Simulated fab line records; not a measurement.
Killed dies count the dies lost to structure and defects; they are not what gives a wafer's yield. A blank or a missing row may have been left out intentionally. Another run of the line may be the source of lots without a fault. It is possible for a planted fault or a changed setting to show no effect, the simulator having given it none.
fab line records	flow nand-harc
record: lots: 14	wafers: 42	last-day: 24
route steps=1159 shown A_STAIRCASE@726 A_SGD_CUT@763
lots untouched by any fault: they come from a run of this same line in which no faults occurred
start-h: hours from the record's first day to the start of the lot's first wafer shown	wait-h: hours since the lot's step before	" the same as in the row above	L1.1+2: a row that stands for several wafers	- no value, or no start was given	* or withheld: withheld	< > ~ a bound
route shown NAME@n: names a module that has steps shown in the file, with the first one's number in the route	usual: mean and standard deviation over wafers with no fault	same: alike in all rows	chamber/n: place in a boat	sites: readings site by site	_std_site: the standard deviation of these	_edge_site: mean of outer sites minus mean of inner sites	radius-mm: how far each site lies from the wafer's centre	mask NAME#n: copy n	behind: the tool/chamber that last shaped the wafer	hold: why the lot went on hold/how many hours it stayed there/how the hold came to an end	device: the n, p or np transistor that did not switch	end of line: the tests these same wafers got at the end of their route	where a step has no rows: the recipe by itself	killed: dies that structure and defects cost at the first sort, which is not the same as the wafer's yield	map: shows each die of a wafer: x if killed, . if not, _ if none is there
set.NAME: the setting the step ran with; set.NAME@STEP: the setting that earlier step ran with	model.NAME: the simulator's own value behind a step, which no gauge read
route steps across a sampled set of lots; one table per step, one row per wafer
services: the hour from which a tool's chamber was out of use, counted from the record's first day as start-h (under 0 if before that day), plus the number of hours and why
== steps ==
step: NHARC_A_STAIRCASE_DESCUM_443
recipe: time-s: 3	o2-flow-sccm: 200	ar-flow-sccm: 0	bias-power-w: 0	chemistry: O2
usual: drypump-motor-current-A: 6.0/0.47	oes-product-au: 1.002/0.0071	rf-vpp-V: 57.7/0.96	showerhead-plenum-p-Torr: 1.92/0.1	throttle-valve-pct: 11.312/0.0083
lot.wafer	tool	chamber	start-h	wait-h	drypump-motor-current-A	oes-product-au	rf-hours-counter-h	rf-vpp-V	showerhead-plenum-p-Torr	throttle-valve-pct
L172.2	rie-diel-04	0	314.42	-	5.9	0.996	6	59.2	1.95	11.308
L172.5	"	2	"	"	5.6	1.003	-	58.5	1.78	11.310
L172.6	"	3	"	"	6.0	1.000	-	58.8	2.01	11.303
L169.1	rie-diel-03	2	314.47	-	6.7	1.012	34	58.3	1.90	11.301
L169.3	"	3	"	"	6.4	1.008	33	57.9	2.02	11.307
L169.4	"	0	"	"	5.2	1.003	35	57.4	1.77	11.326
L170.1	rie-diel-03	3	314.52	-	6.4	1.004	33	58.9	2.02	11.316
L170.2	"	1	"	"	6.4	0.999	33	56.9	1.80	11.306
L170.6	"	3	"	"	6.4	1.001	-	57.3	2.02	11.304
L171.2	rie-diel-11	0	325.37	-	6.5	1.005	44	57.8	1.94	11.311
L171.1	"	1	"	"	5.5	0.998	47	57.5	1.84	11.322
L171.5	"	1	"	"	5.5	0.996	-	58.2	1.84	11.314
L174.4	rie-diel-03	1	354.08	-	6.4	1.004	47	57.0	1.79	11.314
L174.2	"	2	"	"	6.7	1.004	49	58.5	1.89	11.317
L174.6	"	1	"	"	6.4	0.997	-	57.4	1.79	11.308
L176.1	rie-diel-11	0	358.95	-	6.5	1.011	56	56.5	1.94	11.305
L176.2	"	2	"	"	5.4	0.998	61	56.9	1.97	11.312
L176.5	"	1	"	"	5.5	1.001	-	56.4	1.83	11.317
L175.4	rie-diel-03	3	359.14	-	6.4	0.997	50	58.5	2.01	11.316
L175.1	"	2	"	"	6.7	1.007	53	56.3	1.89	11.310
L175.5	"	0	"	"	5.3	0.997	-	57.9	1.76	11.310
L178.1	rie-diel-03	1	368.47	-	6.4	0.992	55	57.0	1.79	11.339
L178.3	"	3	"	"	6.4	1.003	55	58.2	2.01	11.316
L178.6	"	1	"	"	6.4	1.000	-	57.4	1.79	11.301
L177.1	rie-diel-04	3	368.59	-	6.0	0.994	28	58.2	2.00	11.325
L177.2	"	1	"	"	6.1	1.000	30	59.4	2.07	11.308
L177.3	"	2	"	"	5.6	1.008	26	56.7	1.77	11.308
L180.1	rie-diel-04	2	380.51	-	5.6	1.000	31	55.9	1.77	11.308
L180.5	"	3	"	"	6.0	0.996	-	57.8	2.00	11.317
L180.6	"	0	"	"	6.0	1.014	-	57.8	1.95	11.318
L186.3	rie-diel-04	2	417.57	-	5.6	1.016	39	57.3	1.77	11.318
L186.1	"	3	"	"	6.0	0.991	47	59.3	2.00	11.297
L186.6	"	2	"	"	5.6	0.997	-	56.2	1.77	11.323
L181.1	rie-diel-11	3	417.73	-	5.5	0.991	15	58.8	2.07	11.312
L181.4	"	0	"	"	6.5	1.000	16	58.1	1.93	11.312
L181.6	"	0	"	"	6.6	1.002	-	58.7	1.93	11.301
L187.3	rie-diel-04	3	422.41	-	6.1	0.995	49	58.2	2.00	11.305
L187.4	"	0	"	"	6.0	1.002	52	58.4	1.94	11.314
L187.1	"	1	"	"	6.2	1.009	53	58.6	2.06	11.300
L188.4	rie-diel-03	1	422.63	-	6.4	1.004	7	56.7	1.78	11.304
L188.1	"	2	"	"	6.7	1.016	6	57.7	1.88	11.311
L188.3	"	3	"	"	6.4	1.006	4	58.3	2.00	11.309
step: NHARC_A_SGD_CUT_ETCH_59
recipe: target-depth-a: 2600	over-etch-frac: 0.25	time-s: 406.25	ion-energy-ev: 200	n2-flow-sccm: 150	h2-flow-sccm: 150	ar-flow-sccm: 0	rf-w: 400	bias-w: 150	chemistry: N2/H2
usual: drypump-motor-current-A: 5.9/0.53	oes-product-au: 0.999/0.007	rf-vpp-V: 431.6/2.6	showerhead-plenum-p-Torr: 2.08/0.091	throttle-valve-pct: 14.172/0.0097
lot.wafer	tool	chamber	start-h	wait-h	drypump-motor-current-A	oes-product-au	rf-hours-counter-h	rf-vpp-V	showerhead-plenum-p-Torr	throttle-valve-pct
L169.3	rie-diel-13	2	320.90	-	5.6	0.994	2	431.6	2.09	14.184
L169.1	"	3	"	"	6.1	0.997	3	431.8	2.09	14.175
L169.4	"	0	"	"	5.8	0.999	3	431.3	2.04	14.175
L172.2	rie-diel-12	0	321.20	-	6.7	1.005	10	434.3	2.17	14.162
L172.5	"	1	"	"	6.6	1.005	-	434.5	2.20	14.184
L172.6	"	2	"	"	5.0	0.997	-	435.4	2.16	14.157
L170.1	rie-diel-13	2	322.12	-	5.6	0.993	3	431.5	2.09	14.181
L170.2	"	0	"	"	5.7	0.991	3	430.1	2.04	14.173
L170.6	"	2	"	"	5.6	0.992	-	432.4	2.09	14.184
L171.2	rie-diel-12	0	331.58	0.1	6.7	1.002	12	433.5	2.17	14.177
L171.1	"	2	"	"	5.0	0.996	12	434.5	2.16	14.157
L171.5	"	2	"	"	5.0	0.999	-	432.7	2.16	14.179
L174.4	rie-diel-12	3	360.42	-	5.3	0.991	13	429.3	1.96	14.160
L174.2	"	1	"	"	6.6	1.002	13	434.5	2.19	14.201
L174.6	"	3	"	"	5.3	0.997	-	426.9	1.96	14.160
L176.2	rie-diel-02	2	365.07	-	6.0	0.998	2	427.2	1.94	14.187
L176.1	"	1	"	"	6.0	1.003	2	434.6	2.16	14.186
L176.5	"	3	"	"	5.9	1.003	-	431.2	2.08	14.165
L175.1	rie-diel-13	3	366.09	-	6.1	0.992	8	431.6	2.09	14.179
L175.4	"	0	"	"	5.8	0.982	8	428.9	2.03	14.160
L175.5	"	1	"	"	5.6	1.008	-	429.8	1.98	14.166
L178.3	rie-diel-12	0	374.71	-	6.7	1.006	17	434.4	2.17	14.174
L178.1	"	2	"	"	5.0	1.008	17	433.3	2.15	14.170
L178.6	"	0	"	"	6.7	1.009	-	433.1	2.17	14.162
L177.3	rie-diel-02	3	374.81	-	5.9	1.009	4	430.6	2.08	14.170
L177.1	"	0	"	"	5.9	0.994	2	428.1	1.94	14.171
L177.2	"	2	"	"	6.0	1.003	3	428.9	1.94	14.177
L180.1	rie-diel-13	3	386.83	-	6.1	1.000	11	430.6	2.09	14.182
L180.6	"	2	"	"	5.7	0.982	-	431.9	2.09	14.175
L180.5	"	0	"	"	5.8	0.994	-	430.3	2.03	14.168
L186.1	rie-diel-02	1	423.69	-	6.0	0.844	7	433.9	2.15	14.159
L186.3	"	0	"	"	5.9	0.987	7	426.9	1.94	14.163
L186.6	"	2	"	"	6.0	0.997	-	428.2	1.94	14.175
L181.4	rie-diel-12	0	423.97	-	6.7	0.995	5	435.0	2.16	14.171
L181.1	"	2	"	"	5.0	1.010	4	433.5	2.15	14.167
L181.6	"	1	"	"	6.6	0.998	-	435.4	2.19	14.179
L187.3	rie-diel-02	1	428.56	-	6.0	0.845	8	434.0	2.15	14.173
L187.1	"	2	"	"	6.0	1.005	8	428.4	1.94	14.174
L187.4	"	2	"	"	6.0	1.004	-	427.0	1.94	14.183
L188.4	rie-diel-12	3	428.93	-	5.3	0.997	5	428.5	1.96	14.163
L188.1	"	0	"	"	6.7	0.994	6	434.6	2.16	14.182
L188.3	"	1	"	"	6.6	1.005	6	434.4	2.19	14.171
step: NHARC_A_SGD_CUT_ETCHBACK_24
recipe: target-depth-a: 500	over-etch-frac: 0.3	time-s: 92.857	ion-energy-ev: 120	ch3f-flow-sccm: 50	o2-flow-sccm: 30	ar-flow-sccm: 200	rf-w: 500	bias-w: 100	chemistry: CH3F/O2
usual: ch3f-flow-sccm: 50.02/0.14	drypump-motor-current-A: 5.8/0.45	oes-product-au: 0.97/0.034	rf-vpp-V: 244.7/1.6	showerhead-plenum-p-Torr: 2.49/0.096	throttle-valve-pct: 20.662/0.0087
lot.wafer	tool	chamber	start-h	wait-h	ch3f-flow-sccm	drypump-motor-current-A	oes-product-au	rf-hours-counter-h	rf-vpp-V	showerhead-plenum-p-Torr	throttle-valve-pct
L169.1	rie-diel-13	1	326.89	0.1	50.08	5.6	0.92	3	243.8	2.40	20.660
L169.4	"	3	"	"	50.18	6.1	0.92	4	245.6	2.52	20.664
L169.3	"	0	"	"	49.96	5.8	0.92	4	244.2	2.45	20.653
L170.1	rie-diel-02	2	326.97	0.2	49.87	6.0	1.00	11	242.8	2.35	20.661
L170.2	"	3	"	"	49.72	5.9	1.00	11	245.2	2.51	20.684
L170.6	"	1	"	"	49.86	6.0	1.01	-	244.9	2.59	20.668
L172.2	rie-diel-12	0	327.08	0.2	49.81	6.7	0.93	11	247.4	2.61	20.663
L172.6	"	3	"	"	50.17	5.3	0.93	-	241.4	2.37	20.659
L172.5	"	0	"	"	49.80	6.8	0.93	-	247.6	2.60	20.648
L171.1	rie-diel-12	0	337.97	0.1	50.09	6.7	0.93	12	245.3	2.60	20.656
L171.2	"	2	"	"	50.22	5.0	0.93	13	246.3	2.59	20.646
L171.5	"	2	"	"	49.80	5.0	0.93	-	245.4	2.59	20.680
L174.4	rie-diel-12	3	365.97	0.2	50.03	5.3	0.93	14	242.1	2.37	20.667
L174.2	"	0	"	"	50.19	6.7	0.93	16	247.2	2.60	20.654
L174.6	"	2	"	"	50.07	5.0	0.93	-	246.2	2.59	20.663
L176.1	rie-diel-13	2	371.19	0.1	50.04	5.7	1.00	8	244.5	2.51	20.657
L176.2	"	3	"	"	50.11	6.1	1.00	9	244.9	2.52	20.676
L176.5	"	3	"	"	50.19	6.1	0.99	-	243.1	2.52	20.653
L175.1	rie-diel-02	2	371.21	0.2	49.80	6.0	0.99	3	244.3	2.34	20.662
L175.4	"	0	"	"	50.00	5.9	0.98	2	242.2	2.34	20.659
L175.5	"	1	"	"	50.12	6.0	1.00	-	247.0	2.59	20.667
L177.3	rie-diel-02	1	380.80	0.1	50.03	6.0	0.93	4	247.0	2.59	20.653
L177.1	"	2	"	"	50.16	6.0	0.92	4	242.0	2.34	20.676
L177.2	"	0	"	"	49.81	5.9	0.92	3	242.0	2.34	20.665
L178.3	rie-diel-13	0	380.86	0.2	49.82	5.8	1.00	9	245.4	2.45	20.655
L178.1	"	2	"	"	49.99	5.6	1.00	9	243.2	2.51	20.653
L178.6	"	2	"	"	49.76	5.6	1.00	-	244.4	2.51	20.670
L180.1	rie-diel-02	1	392.51	0.2	49.99	6.0	1.00	4	243.6	2.59	20.657
L180.5	"	0	"	"	49.83	5.9	0.99	-	242.6	2.34	20.653
L180.6	"	1	"	"	50.26	6.0	0.99	-	246.7	2.59	20.645
L186.1	rie-diel-13	2	429.60	0.2	50.26	5.7	1.01	15	244.4	2.51	20.669
L186.3	"	3	"	"	49.97	6.1	1.00	15	243.9	2.51	20.668
L186.6	"	2	"	"	50.15	5.6	1.00	-	244.9	2.51	20.659
L181.1	rie-diel-12	2	429.63	0.2	49.92	5.0	0.92	5	247.9	2.59	20.677
L181.4	"	3	"	"	49.94	5.3	0.93	5	243.4	2.36	20.670
L181.6	"	0	"	"	49.96	6.7	0.91	-	246.1	2.60	20.664
L188.4	rie-diel-13	3	435.29	0.2	49.83	6.1	0.97	16	245.5	2.51	20.658
L188.1	"	0	"	"	49.91	5.7	0.95	15	244.9	2.45	20.668
L188.3	"	1	"	"	49.86	5.6	0.95	12	244.0	2.39	20.660
L187.4	rie-diel-13	2	435.38	0.2	49.97	5.6	0.97	15	244.4	2.51	20.657
L187.3	"	0	"	"	50.04	5.7	0.95	15	243.6	2.45	20.660
L187.1	"	1	"	"	50.14	5.7	0.96	12	242.4	2.39	20.657
== services ==
tool	chamber	start-h	hours	kind
rie-diel-13	2	302.04	4.4	repair
rie-diel-11	0	304.69	1.6	repair
rie-diel-12	0	309.56	-	clean
rie-diel-12	1	309.56	-	clean
rie-diel-12	2	309.56	-	clean
rie-diel-12	3	309.56	-	clean
rie-diel-13	0	309.60	-	clean
rie-diel-13	1	309.60	-	clean
rie-diel-13	2	309.60	-	clean
rie-diel-13	3	309.60	-	clean
rie-diel-12	1	327.02	12.7	repair
rie-diel-02	-	327.78	9.0	pm
rie-diel-12	3	330.65	11.5	repair
rie-diel-12	0	334.06	-	clean
rie-diel-11	3	334.96	3.5	repair
rie-diel-13	2	336.84	5.3	repair
rie-diel-13	1	366.36	30.1	repair
rie-diel-11	-	366.50	9.0	pm
rie-diel-12	0	369.94	2.3	repair
rie-diel-12	1	373.02	6.4	repair
rie-diel-12	-	379.40	9.0	pm
rie-diel-02	3	391.45	4.9	repair
rie-diel-03	-	392.45	9.0	pm
rie-diel-02	3	409.61	30.2	repair
== key ==
first-sign: step: NHARC_A_SGD_CUT_ETCH_59	reading: oes-product-au	direction: down	sigmas: 22	usual: 0.999	struck: 0.844
effect none on later readings
met-at NHARC_A_SGD_CUT_ETCH_59
struck-lots L186,L187
struck-wafers L186.1,L187.3
later-rows-left-out L186.1,L187.3
sort-left-out L186.1,L187.3
tester-left-out L186,L187
not-acting-at NHARC_A_STAIRCASE_DESCUM_443,NHARC_A_SGD_CUT_ETCHBACK_24
onset-between 365.07 423.69
fault: kind: process-parameter-drift	tool: rie-diel-02	chamber: 1	onset-h: 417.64	steps: NHARC_A_SGD_CUT_ETCH_59	channel: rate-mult	offset: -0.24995	shape: step	end-h: 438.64
tester-left-out: of these lots the tester's yield and bins aren't shown, on N5 and GAA mostly nor the transistor test; their killed dies are dies lost to structure and defects alone, not to doping, threshold or leakage, so they don't give the yield
sort-left-out: the simulated sort isn't trusted on such a fault, so these wafers' sort isn't shown, and their yield isn't known
later-rows-left-out: the simulator's readings of these wafers behind a module that went badly wrong aren't trusted and aren't shown, but for the sort
